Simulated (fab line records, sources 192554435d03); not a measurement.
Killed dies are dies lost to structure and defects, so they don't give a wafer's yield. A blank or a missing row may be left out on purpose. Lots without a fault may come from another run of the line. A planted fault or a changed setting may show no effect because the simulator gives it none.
fab line records | flow n5_finfet
record lots=9 wafers=24 last_day=18
route steps=1938 shown BEOL_M4@1070 PASSIVATION@1936
lots that met no fault: from a run of the same line without faults
start_h: hours from the record's first day to the start of the lot's first wafer shown | wait_h: hours since the lot's step before | " the same as in the row above | L1.1+2: a row that stands for several wafers | - no value, or no start given | * or withheld: withheld | < > ~ a bound
route shown NAME@n: a module of which the file shows steps, and the number in the route of the first | usual: mean/standard deviation of fault-free wafers | same: alike in all rows | chamber/n: place in a boat | sites: the reading at each site | _std_site: their standard deviation | _edge_site: outer sites' mean less inner sites' | radius_mm: how far each site lies from the wafer's centre | mask NAME#n: copy n | behind: the tool/chamber that last shaped the wafer | hold: why the lot was held/for how many hours/how that ended | device: the transistor (n, p or np) that didn't switch | end of line: the same wafers' tests at the end of the route | a step without rows: its recipe alone | killed: dies lost to structure and defects at the first sort, not the wafer's yield | map: a wafer's dies, x killed, . not, _ none there
set.NAME: the setting as run; set.NAME@STEP: as run at that earlier step | model.NAME: the simulator's own value behind a step, which no gauge read
steps of the route over a sample of lots; a table a step, a row a wafer
services: from which hour (start_h, from the record's first day; less than 0 if before it) a tool's chamber was out of use, for how many hours, and why
## steps
# step N5_BEOL_M4_TRENCH_ETCH_37
# recipe chemistry=C4F6/O2 target_depth_a=555.55 target=SiOC time_s=29.2 ion_energy_ev=250 pressure_mtorr=30 source_w=355 bias_w=185 Ar_flow_sccm=300 C4F6_flow_sccm=10 O2_flow_sccm=10
# usual drypump_motor_current_A=5.9/0.44 mfc_ar_sccm=300.0/1 oes_product_au=0.77/0.07 rf_vpp_V=662/8.7 showerhead_plenum_p_Torr=2.86/0.072 throttle_valve_pct=20.99/0.22
# columns lot.wafer tool chamber start_h wait_h drypump_motor_current_A mfc_ar_sccm oes_product_au rf_hours_counter_h rf_vpp_V showerhead_plenum_p_Torr throttle_valve_pct
L226.1 rie_diel-02 3 175.48 - 5.2 300.8 0.71 195 662 2.85 20.82
L226.4 " 2 " " 6.6 300.4 0.74 174 659 2.98 21.40
L226.5 " 3 " " 5.2 299.9 0.71 - 661 2.85 20.83
L229.2 rie_diel-02 0 201.78 - 6.2 299.5 0.89 28 659 2.93 20.92
L229.5 " 1 " " 5.8 298.6 0.76 - 654 2.86 21.09
L229.6 " 2 " " 6.7 299.9 0.74 - 660 2.98 21.40
L231.4 rie_diel-02 3 222.62 - 5.2 299.8 0.70 207 661 2.85 20.85
L231.5 " 2 " " 6.6 299.7 0.65 - 658 2.98 21.40
L232.4 rie_diel-02 3 229.46 - 5.3 300.6 0.70 210 660 2.84 20.84
L232.5 " 2 " " 6.6 299.5 0.64 - 661 2.97 21.39
L235.3 rie_diel-02 0 245.37 - 6.1 300.2 0.87 45 659 2.92 20.93
L235.5 " 0 " " 6.2 298.4 0.75 - 659 2.92 20.92
L241.2 rie_diel-04 1 276.70 - 5.5 300.8 0.79 125 661 2.87 21.16
L241.4 " 0 " " 5.3 299.0 0.68 238 641 2.82 20.97
L241.5 " 0 " " 5.3 299.4 0.69 - 646 2.82 20.97
L245.2 rie_diel-04 0 296.64 - 5.3 299.0 0.67 248 645 2.82 20.99
L245.4 " 1 " " 5.5 301.3 0.78 - 659 2.86 21.18
L245.5 " 0 " " 5.3 300.1 0.67 - 644 2.82 20.97
L246.3 rie_diel-01 2 306.17 - 5.6 300.5 0.72 153 665 2.71 20.90
L246.5 " 2 " " 5.6 301.4 0.72 - 666 2.71 20.90
L246.6 " 3 " " 6.7 302.3 0.97 - 675 2.92 20.91
L240.3 rie_diel-04 1 314.08 - 5.5 300.7 0.76 142 661 2.86 21.17
L240.4 " 3 " " 5.6 298.0 0.90 - 678 2.91 21.05
L240.5 " 2 " " 6.0 300.0 0.74 - 661 2.85 20.68
# step N5_BEOL_M4_OCD_MEAS_38
# usual trench_depth_nm=55.2/0.89
# columns lot.wafer tool chamber start_h wait_h trench_depth_nm
L226.1 ocd-01 - 175.63 - 55.3
L226.4 " - " " 54.4
L226.5 " - " " 55.0
L229.2 ocd-01 - 201.94 - 54.0
L229.5 " - " " 54.8
L229.6 " - " " 54.9
L231.4 ocd-02 - 222.78 - 54.7
L231.5 " - " " 45.3
L232.4 ocd-02 - 229.62 - 55.2
L232.5 " - " " 45.4
L235.3 ocd-01 - 245.53 - 55.1
L235.5 " - " " 44.0
L241.2 ocd-02 - 276.85 - 57.2
L241.4 " - " " 55.2
L241.5 " - " " 55.1
L245.2 ocd-01 - 296.81 - 54.4
L245.4 " - " " 57.1
L245.5 " - " " 55.1
L246.3 ocd-01 - 306.33 - 53.4
L246.5 " - " " 53.4
L246.6 " - " " 56.2
L240.3 ocd-02 - 314.24 - 56.0
L240.4 " - " " 55.9
L240.5 " - " " 55.2
# step N5_BEOL_M4_CD_MEAS_35
# recipe target_cd_nm=18 target_cd_y_nm=22.4 polarity=opening
# usual cd_nm=17.9/0.34
# columns lot.wafer tool chamber start_h wait_h cd_nm
L226.1 cd_sem-02 - 175.78 0.0 18.2
L226.4 " - " " 17.9
L226.5 " - " " 18.1
L229.2 cd_sem-01 - 202.09 0.0 18.2
L229.5 " - " " 18.0
L229.6 " - " " 17.4
L231.4 cd_sem-02 - 222.94 0.0 17.7
L231.5 " - " " 17.7
L232.4 cd_sem-03 - 229.77 0.0 18.3
L232.5 " - " " 18.1
L235.3 cd_sem-01 - 245.68 0.0 17.5
L235.5 " - " " 17.9
L241.2 cd_sem-01 - 277.04 0.0 18.0
L241.4 " - " " 18.7
L241.5 " - " " 18.1
L245.2 cd_sem-01 - 297.01 0.0 17.9
L245.4 " - " " 17.4
L245.5 " - " " 17.9
L246.3 cd_sem-01 - 306.48 0.0 18.3
L246.5 " - " " 17.9
L246.6 " - " " 17.9
L240.3 cd_sem-01 - 314.39 0.0 18.2
L240.4 " - " " 18.0
L240.5 " - " " 18.3
# step N5_BEOL_M4_PRE_CLEAN_45
# recipe gas=H2/He time_s=30 temp_c=250
# usual heater_power_w=319/33
# columns lot.wafer tool chamber start_h wait_h heater_power_w
L226.1 pvd_sputter-01 - 176.06 0.0 311
L226.4 " - " " 315
L226.5 " - " " 386
L229.2 pvd_sputter-02 - 202.17 0.0 418
L229.5 " - " " 303
L229.6 " - " " 299
L231.4 pvd_sputter-01 - 223.21 0.0 313
L231.5 " - " " 306
L232.4 pvd_sputter-03 - 229.85 0.0 330
L232.5 " - " " 333
L235.3 pvd_sputter-03 - 246.02 0.0 301
L235.5 " - " " 330
L241.2 pvd_sputter-02 - 277.28 0.0 319
L241.4 " - " " 408
L241.5 " - " " 305
L245.2 pvd_sputter-02 - 297.35 0.0 303
L245.4 " - " " 302
L245.5 " - " " 318
L246.3 pvd_sputter-03 - 306.65 0.0 271
L246.5 " - " " 279
L246.6 " - " " 326
L240.3 pvd_sputter-01 - 315.02 0.0 310
L240.4 " - " " 385
L240.5 " - " " 392
# step N5_BEOL_M4_ALD_84
# recipe material=TaN target_thk_a=* temp_c=275 ald_precursor_family=PDMAT ald_co_reactant=NH3 pressure_torr=3 carrier_flow_sccm=1500 pulse_time_s=2 purge_time_s=3 co_reactant_purge_time_s=2 co_reactant_pulse_time_s=3 ald_cycles=30 precursor_vessel_temp_c=75 precursor_vessel_pressure_torr=26.25 precursor_vessel_carrier_sccm=1000
# usual heater_power_w=446/48
# same pulse_time_s=2
# columns lot.wafer tool chamber start_h wait_h heater_power_w
L226.1 ald_metal-01 2 176.35 0.3 455
L226.4 " 1 " " 470
L226.5 " 1 " " 454
L229.2 ald_metal-04 0 202.23 0.0 371
L229.5 " 0 " " 373
L229.6 " 3 " " 453
L231.4 ald_metal-04 2 223.27 0.0 416
L231.5 " 3 " " 454
L232.4 ald_metal-02 0 229.91 0.0 377
L232.5 " 0 " " 382
L235.3 ald_metal-04 3 246.09 0.0 477
L235.5 " 3 " " 458
L241.2 ald_metal-04 3 277.34 0.0 467
L241.4 " 0 " " 362
L241.5 " 2 " " 421
L245.2 ald_metal-01 0 297.42 0.0 434
L245.4 " 3 " " 428
L245.5 " 2 " " 441
L246.3 ald_metal-02 2 306.71 0.0 488
L246.5 " 0 " " 378
L246.6 " 3 " " 494
L240.3 ald_metal-04 2 315.08 0.0 423
L240.4 " 0 " " 364
L240.5 " 2 " " 415
# step N5_BEOL_M4_THK_MEAS_53
# recipe thk_meas_gauge=xrf reads=Cu_of_BEOL_M4_ECD_50
# usual M4_THK=40.5/1.7
# columns lot.wafer tool chamber start_h wait_h M4_THK[nm]
L226.1 film_metro-02 - 180.58 - 38.5
L226.4 " - " " 38.5
L226.5 " - " " 39.2
L229.2 film_metro-01 - 209.87 - 37.9
L229.5 " - " " 37.7
L229.6 " - " " 38.4
L231.4 film_metro-01 - 227.52 - 39.7
L231.5 " - " " 29.8
L232.4 film_metro-02 - 233.20 - 42.2
L232.5 " - " " 29.9
L235.3 film_metro-01 - 250.46 - 42.5
L235.5 " - " " 29.9
L241.2 film_metro-02 - 280.52 - 42.3
L241.4 " - " " 41.3
L241.5 " - " " 42.3
L245.2 film_metro-02 - 300.70 - 41.5
L245.4 " - " " 43.8
L245.5 " - " " 41.4
L246.3 film_metro-02 - 309.72 - 37.7
L246.5 " - " " 39.1
L246.6 " - " " 43.3
L240.3 film_metro-02 - 319.81 - 39.8
L240.4 " - " " 40.2
L240.5 " - " " 41.2
# step N5_BEOL_M4_RS_MEAS_58
# recipe thk_meas_gauge=four-point-probe reads=Co_of_BEOL_M4_CO_CAP_55+Cu_of_BEOL_M4_ECD_50+Co_of_BEOL_M4_CVD_47+TaN_of_BEOL_M4_ALD_84
# usual M4_RS=0.69/0.037
# columns lot.wafer tool chamber start_h wait_h M4_RS[ohm/sq]
L226.1 film_metro-01 - 180.84 0.0 0.73
L226.4 " - " " 0.73
L226.5 " - " " 0.72
L229.2 film_metro-01 - 210.13 0.1 0.74
L229.5 " - " " 0.74
L229.6 " - " " 0.72
L231.4 film_metro-02 - 227.96 0.0 0.71
L231.5 " - " " 1.03
L232.4 film_metro-01 - 233.47 0.0 0.65
L232.5 " - " " 1.01
L235.3 film_metro-02 - 250.72 0.1 0.64
L235.5 " - " " 1.02
L241.2 film_metro-01 - 280.79 0.1 0.64
L241.4 " - " " 0.66
L241.5 " - " " 0.64
L245.2 film_metro-02 - 300.96 0.1 0.67
L245.4 " - " " 0.62
L245.5 " - " " 0.66
L246.3 film_metro-02 - 309.98 0.1 0.76
L246.5 " - " " 0.72
L246.6 " - " " 0.64
L240.3 film_metro-02 - 320.10 0.1 0.69
L240.4 " - " " 0.68
L240.5 " - " " 0.66
# step N5_BEOL_M4_RC_MEAS_101
# usual DIBL_N=36.1/1.6 DIBL_P=35.8/2.1 IOFF_N=0.16/0.031 IOFF_P=0.21/0.034 ION_N=673/12 ION_P=461/7.2 SERP_M4=204/16 SERP_M4_max_site=217/19 SS_N=71.4/0.59 SS_P=73.3/0.63 VT_N=250/3.1 VT_P=-250/3.3
# columns lot.wafer tool chamber start_h wait_h DIBL_N[mV/V] DIBL_P[mV/V] IOFF_N[nA/um] IOFF_P[nA/um] ION_N[uA/um] ION_P[uA/um] SERP_M4[ohm/um] SERP_M4_max_site[ohm/um] SS_N[mV/dec] SS_P[mV/dec] VT_N[mV] VT_P[mV]
L226.1 prober-02 0 180.90 0.0 34.4 35.0 0.13 0.17 658 451 208 216 70.6 73.4 253 -252
L226.4 " 0 " " 36.0 36.9 0.16 0.21 686 467 242 279 71.6 73.6 250 -251
L226.5 " 0 " " 36.2 36.9 0.16 0.20 670 457 199 213 71.4 73.9 250 -253
L229.2 prober-01 0 210.33 0.2 35.0 35.2 0.14 0.18 666 455 221 233 71.4 72.9 251 -255
L229.5 " 0 " " 33.3 31.9 0.10 0.14 649 445 221 232 70.9 72.0 261 -256
L229.6 " 0 " " 35.1 35.1 0.14 0.18 662 452 223 238 70.7 73.5 252 -255
L231.4 prober-01 0 228.47 0.5 37.3 35.4 0.14 0.21 660 458 224 243 71.1 73.1 249 -249
L231.5 " 0 " " 36.9 35.4 0.14 0.21 664 462 289 299 71.9 72.7 253 -248
L232.4 prober-02 0 233.98 0.5 36.4 35.5 0.14 0.18 667 453 190 201 70.6 73.6 251 -253
L232.5 " 0 " " 36.4 36.1 0.15 0.21 668 454 290 310 70.6 73.7 251 -251
L235.3 prober-01 0 251.08 0.3 36.2 34.7 0.15 0.19 665 457 210 223 71.3 72.7 253 -249
L235.5 " 0 " " 33.7 32.1 0.12 0.16 658 448 291 317 70.5 72.8 252 -251
L241.2 prober-01 0 281.00 0.2 36.2 36.4 0.15 0.20 669 461 192 212 70.9 73.8 250 -251
L241.4 " 0 " " 35.7 36.7 0.14 0.20 673 465 182 191 71.5 73.3 251 -250
L241.5 " 0 " " 38.9 39.9 0.20 0.25 676 463 181 192 72.4 74.3 246 -247
L245.2 prober-02 0 301.17 0.2 33.8 31.7 0.11 0.18 650 464 198 206 70.8 71.4 253 -249
L245.4 " 0 " " 39.8 39.0 0.26 0.31 699 474 178 182 71.7 73.9 241 -241
L245.5 " 0 " " 37.5 36.7 0.18 0.27 690 471 198 208 71.7 73.3 244 -244
L246.3 prober-02 0 310.34 0.3 34.9 36.0 0.16 0.20 682 463 218 234 71.6 73.4 248 -247
L246.5 " 0 " " 35.4 36.3 0.17 0.21 674 461 202 220 71.3 74.2 248 -248
L246.6 " 0 " " 36.7 38.3 0.21 0.24 688 463 198 205 72.0 73.9 242 -248
L240.3 prober-01 0 320.46 0.3 36.0 35.9 0.17 0.24 672 463 214 220 71.7 73.3 250 -246
L240.4 " 0 " " 35.1 33.0 0.16 0.19 687 470 197 204 71.0 72.7 248 -250
L240.5 " 0 " " 37.1 36.0 0.18 0.23 669 461 195 206 71.3 73.4 246 -248
# sites SERP_M4 radius_mm=0,75,75,75,75,140,140,140,140
L226.1 210 201 213 197 216 194 208 204 214
L229.2 221 233 222 223 221 223 219 216 214
L231.4 243 224 224 229 231 216 212 211 207
L232.4 186 201 194 182 190 190 194 188 189
L235.3 203 203 207 220 213 215 223 210 208
L241.2 195 192 206 190 212 189 187 186 200
L245.2 205 198 203 198 206 176 187 179 190
L246.3 217 225 214 228 234 228 214 214 218
L240.3 210 214 215 220 207 211 214 218 205
# step N5_PASSIVATION_PROBE_49
# usual defect_limited_yield=91.0/1.5 killed_at_M0_to_M3=35/11 killed_at_M4_up=13/6 killed_at_contacts=14/6.5 killed_at_front_end=40/12 killed_at_other=4/3.4 killed_dies=106/18 killed_open=68/14 killed_short=35/7.7 sort_bin_5_function=5.2/0.98 sort_bin_6_memory=3.4/0.72 sort_bin_8_speed=0.02/0.24 sort_n_pass=1074/18
# same gross_dies=1180 killed_at_back_side=0 sort_bin_4_leakage[%]=0
# columns lot.wafer tool chamber start_h wait_h defect_limited_yield[%] killed_at_M0_to_M3 killed_at_M4_up killed_at_contacts killed_at_front_end killed_at_other killed_dies killed_open killed_short sort_bin_5_function[%] sort_bin_6_memory[%] sort_bin_8_speed[%] sort_n_pass
L226.1 prober-02 - 286.79 0.0 89.7 49 9 19 37 7 121 75 46 5.8 3.8 0 1059
L226.4 prober-02 - 286.94 0.2 91.8 49 11 13 22 2 97 57 40 5.0 2.7 0 1083
L226.5 prober-02 - 286.99 0.2 87.5 85 13 13 36 0 147 81 66 6.7 5.2 0 1033
L229.2 prober-01 - 306.76 0.1 89.6 50 7 18 45 3 123 84 39 6.4 3.8 0 1057
L229.5 prober-01 - 306.91 0.2 88.1 46 18 22 55 0 141 89 42 6.6 4.5 0 1039
L229.6 prober-01 - 306.96 0.3 90.6 37 6 15 53 0 111 72 37 5.7 3.5 0 1069
L231.4 prober-01 - 335.70 0.2 93.6 24 9 7 28 8 76 51 23 3.5 2.6 0 1104
L231.5 prober-01 - 335.75 0.2 92.5 19 10 14 38 8 89 51 35 4.6 2.7 0.08 1091
L232.4 prober-01 - 345.20 0.2 91.2 36 14 16 37 1 104 69 34 5.4 3.1 0 1076
L232.5 prober-01 - 345.25 0.2 90.8 29 22 31 26 1 109 69 36 5.3 3.2 0.34 1071
L235.3 prober-01 - 357.17 0.1 92.5 22 16 9 40 1 88 60 24 4.7 2.5 0 1092
L235.5 prober-01 - 357.27 0.2 92.3 20 18 19 28 6 91 58 29 3.7 3.5 0.25 1089
L241.2 prober-01 - 386.93 0.1 91.6 48 12 5 32 2 99 62 36 5.2 3.0 0 1081
L241.4 prober-01 - 387.03 0.2 91.2 31 10 7 50 6 104 67 35 5.4 3.3 0 1076
L241.5 prober-01 - 387.08 0.2 90.3 39 9 7 49 11 115 59 50 5.4 3.7 0 1065
L246.3 prober-01 - 407.87 0.4 89.7 51 7 29 29 5 121 89 31 5.8 4.0 0 1059
L246.5 prober-01 - 407.97 0.5 89.1 48 6 26 47 2 129 85 42 6.4 4.3 0 1051
L246.6 prober-01 - 408.02 0.6 90.4 33 6 28 44 2 113 66 41 5.3 3.7 0 1067
L245.2 prober-01 - 410.07 0.1 90.0 29 16 14 54 5 118 78 39 6.1 3.6 0 1062
L245.4 prober-01 - 410.17 0.2 90.9 29 12 19 41 6 107 84 22 5.3 3.4 0 1073
L245.5 prober-01 - 410.22 0.2 89.4 36 18 20 47 4 125 83 42 6.4 3.8 0 1055
L240.3 prober-02 - 425.48 0.1 89.2 38 35 15 39 0 127 91 33 6.8 3.6 0 1053
L240.4 prober-02 - 425.53 0.2 91.0 37 19 10 36 4 106 76 29 5.1 3.8 0 1074
L240.5 prober-02 - 425.58 0.2 87.9 58 23 12 49 1 143 102 34 7.5 4.0 0 1037
# killed by level:class
L226.1 BEOL_M0_SAQP:geometric_particle:short=21 MOL_CONTACT_COAG:geometric_particle:open=15 BEOL_M0_SAQP:geometric_particle:open=13 STI_FIN_REVEAL:geometric_particle:open=7 BEOL_M0:geometric_particle:open=7 GATE_CUT:geometric_particle:open=6 FIN_SAQP:geometric_particle:short=5 STARTING-WAFER:geometric_particle:short=5
L226.4 BEOL_M0_SAQP:geometric_particle:open=15 BEOL_M0_SAQP:geometric_particle:short=13 MOL_CONTACT_COAG:geometric_particle:open=10 BEOL_M2:geometric_particle:open=7 FIN_SAQP:geometric_particle:short=5 GATE_CUT:geometric_particle:short=5 MOL_CONTACT_COAG:geometric_particle:short=3 BEOL_M0:geometric_particle:open=3
L226.5 BEOL_M0_SAQP:geometric_particle:open=33 BEOL_M0_SAQP:geometric_particle:short=31 MOL_CONTACT_COAG:geometric_particle:open=10 GATE_CUT:geometric_particle:short=8 DUMMY_GATE:geometric_particle:open=6 FIN_SAQP:geometric_particle:short=5 BEOL_M0:geometric_particle:short=5 BEOL_M2:geometric_particle:open=5
L229.2 MOL_CONTACT_COAG:geometric_particle:open=15 STI_FIN_REVEAL:geometric_particle:open=13 FIN_SAQP:geometric_particle:short=12 BEOL_M0_SAQP:geometric_particle:open=12 FIN_SAQP:geometric_particle:open=10 BEOL_M3:geometric_particle:open=9 BEOL_M2:geometric_particle:open=8 BEOL_M1:geometric_particle:open=6
L229.5 MOL_CONTACT_COAG:geometric_particle:open=15 BEOL_M2:geometric_particle:open=14 STI_FIN_REVEAL:geometric_particle:open=11 FIN_SAQP:geometric_particle:short=10 FIN_SAQP:geometric_particle:open=9 BEOL_M1:geometric_particle:open=9 BEOL_M4:geometric_particle:open=8 MOL_CONTACT_COAG:geometric_particle:short=6
L229.6 FIN_SAQP:geometric_particle:open=13 STI_FIN_REVEAL:geometric_particle:open=12 MOL_CONTACT_COAG:geometric_particle:open=11 BEOL_M0_SAQP:geometric_particle:short=10 BEOL_M3:geometric_particle:open=8 FIN_SAQP:geometric_particle:short=6 BEOL_M1:geometric_particle:open=6 MOL_CONTACT_COAG:geometric_particle:short=4
L231.4 FIN_SAQP:geometric_particle:open=7 BEOL_M3:geometric_particle:open=7 MOL_CONTACT_COAG:geometric_particle:open=6 BEOL_M1:geometric_particle:open=5 BEOL_M5:geometric_particle:open=5 FIN_SAQP:geometric_particle:short=4 GATE_CUT:geometric_particle:open=3 GATE_CUT:geometric_particle:short=3
L231.5 MOL_CONTACT_COAG:geometric_particle:open=11 FIN_SAQP:geometric_particle:open=10 BEOL_M0_SAQP:geometric_particle:short=8 BEOL_M4:geometric_particle:open=6 FIN_SAQP:geometric_particle:short=5 BEOL_M0_SAQP:geometric_particle:open=5 GATE_CUT:geometric_particle:short=4 GATE_CUT:geometric_particle:open=4
L232.4 MOL_CONTACT_COAG:geometric_particle:open=13 BEOL_M3:geometric_particle:open=8 BEOL_M1:geometric_particle:short=8 SPACER0:geometric_particle:open=6 BEOL_M0_SAQP:geometric_particle:open=6 STARTING-WAFER:geometric_particle:open=6 STI_FIN_REVEAL:geometric_particle:open=5 BEOL_M0_SAQP:geometric_particle:short=5
L232.5 MOL_CONTACT_COAG:geometric_particle:open=24 BEOL_M0_SAQP:geometric_particle:short=10 BEOL_M0_SAQP:geometric_particle:open=8 GATE_CUT:geometric_particle:short=7 MOL_CONTACT_COAG:geometric_particle:short=7 GATE_CUT:geometric_particle:open=5 BEOL_M5:geometric_particle:open=5 FIN_SAQP:geometric_particle:open=4
L235.3 BEOL_M4:geometric_particle:open=12 FIN_SAQP:geometric_particle:short=11 MOL_CONTACT_COAG:geometric_particle:open=8 BEOL_M0_SAQP:geometric_particle:open=8 GATE_CUT:geometric_particle:open=7 FIN_SAQP:geometric_particle:open=6 BEOL_M2:geometric_particle:open=5 DUMMY_GATE:geometric_particle:open=3
L235.5 MOL_CONTACT_COAG:geometric_particle:open=16 BEOL_M0:geometric_particle:open=7 FIN_SAQP:geometric_particle:short=6 DUMMY_GATE:geometric_particle:open=4 GATE_CUT:geometric_particle:open=4 BEOL_M3:geometric_particle:open=4 BEOL_M4:geometric_particle:open=4 FIN_SAQP:geometric_particle:open=3
L241.2 BEOL_M0_SAQP:geometric_particle:short=21 BEOL_M0_SAQP:geometric_particle:open=16 STI_FIN_REVEAL:geometric_particle:open=13 BEOL_M4:geometric_particle:open=6 BEOL_M1:geometric_particle:open=5 FIN_SAQP:geometric_particle:short=4 MOL_CONTACT_COAG:geometric_particle:open=4 STARTING-WAFER:geometric_particle:open=4
L241.4 STI_FIN_REVEAL:geometric_particle:open=12 FIN_SAQP:geometric_particle:short=9 DUMMY_GATE:geometric_particle:open=9 BEOL_M0_SAQP:geometric_particle:open=9 BEOL_M0_SAQP:geometric_particle:short=7 FIN_SAQP:geometric_particle:open=6 BEOL_M2:geometric_particle:open=5 MOL_CONTACT_COAG:geometric_particle:open=4
L241.5 BEOL_M0_SAQP:geometric_particle:short=16 FIN_SAQP:geometric_particle:short=10 BEOL_M0_SAQP:geometric_particle:open=7 FIN_SAQP:geometric_particle:open=6 MOL_CONTACT_COAG:geometric_particle:open=6 BEOL_M1:geometric_particle:open=6 DUMMY_GATE:geometric_particle:open=5 PASS1_CAP:geometric_particle:short=5
L246.3 MOL_CONTACT_COAG:geometric_particle:open=22 BEOL_M2:geometric_particle:open=17 BEOL_M1:geometric_particle:open=12 BEOL_M0_SAQP:geometric_particle:open=9 MOL_CONTACT_COAG:geometric_particle:short=7 FIN_SAQP:geometric_particle:short=6 FIN_SAQP:geometric_particle:open=5 DUMMY_GATE:geometric_particle:open=5
L246.5 MOL_CONTACT_COAG:geometric_particle:open=21 BEOL_M0_SAQP:geometric_particle:open=12 BEOL_M1:geometric_particle:open=11 FIN_SAQP:geometric_particle:open=10 FIN_SAQP:geometric_particle:short=9 BEOL_M3:geometric_particle:open=9 STI_FIN_REVEAL:geometric_particle:open=7 GATE_CUT:geometric_particle:short=6
L246.6 MOL_CONTACT_COAG:geometric_particle:open=20 BEOL_M0_SAQP:geometric_particle:open=10 BEOL_M0_SAQP:geometric_particle:short=10 FIN_SAQP:geometric_particle:open=9 GATE_CUT:geometric_particle:short=8 FIN_SAQP:geometric_particle:short=6 MOL_CONTACT_COAG:geometric_particle:short=6 STI_FIN_REVEAL:geometric_particle:open=5
L245.2 MOL_CONTACT_COAG:geometric_particle:open=11 DUMMY_GATE:geometric_particle:open=10 FIN_SAQP:geometric_particle:open=9 BEOL_M2:geometric_particle:open=9 BEOL_M0_SAQP:geometric_particle:open=7 FIN_SAQP:geometric_particle:short=6 STI_FIN_REVEAL:geometric_particle:open=6 BEOL_M0_SAQP:geometric_particle:short=6
L245.4 STI_FIN_REVEAL:geometric_particle:open=18 MOL_CONTACT_COAG:geometric_particle:open=17 BEOL_M0_SAQP:geometric_particle:open=8 FIN_SAQP:geometric_particle:open=7 BEOL_M0_SAQP:geometric_particle:short=7 BEOL_M2:geometric_particle:open=7 DUMMY_GATE:geometric_particle:open=6 BEOL_M1:geometric_particle:open=3
L245.5 MOL_CONTACT_COAG:geometric_particle:open=16 BEOL_M0_SAQP:geometric_particle:open=12 FIN_SAQP:geometric_particle:open=11 BEOL_M0_SAQP:geometric_particle:short=9 STI_FIN_REVEAL:geometric_particle:open=7 BEOL_M2:geometric_particle:open=7 FIN_SAQP:geometric_particle:short=6 BEOL_M4:geometric_particle:open=5
L240.3 BEOL_M4:geometric_particle:open=26 MOL_CONTACT_COAG:geometric_particle:open=13 FIN_SAQP:geometric_particle:short=9 BEOL_M0_SAQP:geometric_particle:open=8 BEOL_M3:geometric_particle:open=8 FIN_SAQP:geometric_particle:open=7 BEOL_M2:geometric_particle:open=7 BEOL_M3:geometric_particle:short=5
L240.4 BEOL_M4:geometric_particle:open=13 BEOL_M3:geometric_particle:open=12 FIN_SAQP:geometric_particle:open=8 MOL_CONTACT_COAG:geometric_particle:open=7 STI_FIN_REVEAL:geometric_particle:open=6 BEOL_M1:geometric_particle:open=6 BEOL_M2:geometric_particle:open=6 GATE_CUT:geometric_particle:short=5
L240.5 BEOL_M3:geometric_particle:open=20 BEOL_M4:geometric_particle:open=15 BEOL_M1:geometric_particle:open=12 MOL_CONTACT_COAG:geometric_particle:open=10 STI_FIN_REVEAL:geometric_particle:open=9 FIN_SAQP:geometric_particle:short=7 BEOL_M2:geometric_particle:open=7 DUMMY_GATE:geometric_particle:open=6
## services
# columns tool chamber start_h hours kind
rie_diel-02 2 165.11 1.6 repair
rie_diel-02 1 169.68 5.5 repair
rie_diel-04 3 174.05 - clean
rie_diel-04 3 174.05 - consumable_replace:focus_ring
rie_diel-04 3 174.05 32.0 scheduled_down
rie_diel-04 3 174.05 32.0 vent_cycle
rie_diel-02 - 176.27 14.6 pm
rie_diel-04 0 192.97 14.7 repair
ald_metal-02 - 204.72 0.8 repair
pvd_sputter-02 - 205.02 2.0 repair
rie_diel-01 3 242.29 6.0 repair
ald_metal-01 - 245.91 2.8 pm
pvd_sputter-01 - 246.25 3.0 repair
rie_diel-01 1 269.22 5.2 repair
rie_diel-01 - 280.26 14.6 pm
ald_metal-02 1 288.42 30.4 repair
ald_metal-01 1 296.00 6.9 repair
rie_diel-04 0 305.44 - clean
rie_diel-04 0 305.44 - consumable_replace:focus_ring
rie_diel-04 0 305.44 17.7 scheduled_down
rie_diel-04 0 305.44 17.7 vent_cycle
ald_metal-01 - 307.34 1.3 repair
## key
first_sign step=N5_BEOL_M4_OCD_MEAS_38 reading=trench_depth_nm direction=down sigmas=12 usual=55.2 struck=44.9
effect step=N5_BEOL_M4_THK_MEAS_53 reading=M4_THK direction=down sigmas=6.4 usual=40.5 struck=29.9
effect step=N5_BEOL_M4_RS_MEAS_58 reading=M4_RS direction=up sigmas=9.1 usual=0.69 struck=1.02
effect step=N5_BEOL_M4_RC_MEAS_101 reading=SERP_M4 direction=up sigmas=5.2 usual=204 struck=290
effect step=N5_BEOL_M4_RC_MEAS_101 reading=SERP_M4_max_site direction=up sigmas=4.9 usual=217 struck=309
met_at N5_BEOL_M4_TRENCH_ETCH_37
struck_lots L231,L232,L235
struck_wafers L231.5,L232.5,L235.5
not_acting_at N5_BEOL_M4_CD_MEAS_35,N5_BEOL_M4_PRE_CLEAN_45,N5_BEOL_M4_ALD_84
onset_between 201.78 222.62
fault kind=process_parameter_drift tool=rie_diel-02 chamber=- onset_h=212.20 steps=N5_BEOL_M4_TRENCH_ETCH_37 channel=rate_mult offset=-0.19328 shape=step end_h=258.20 scope=struck_wafers_only
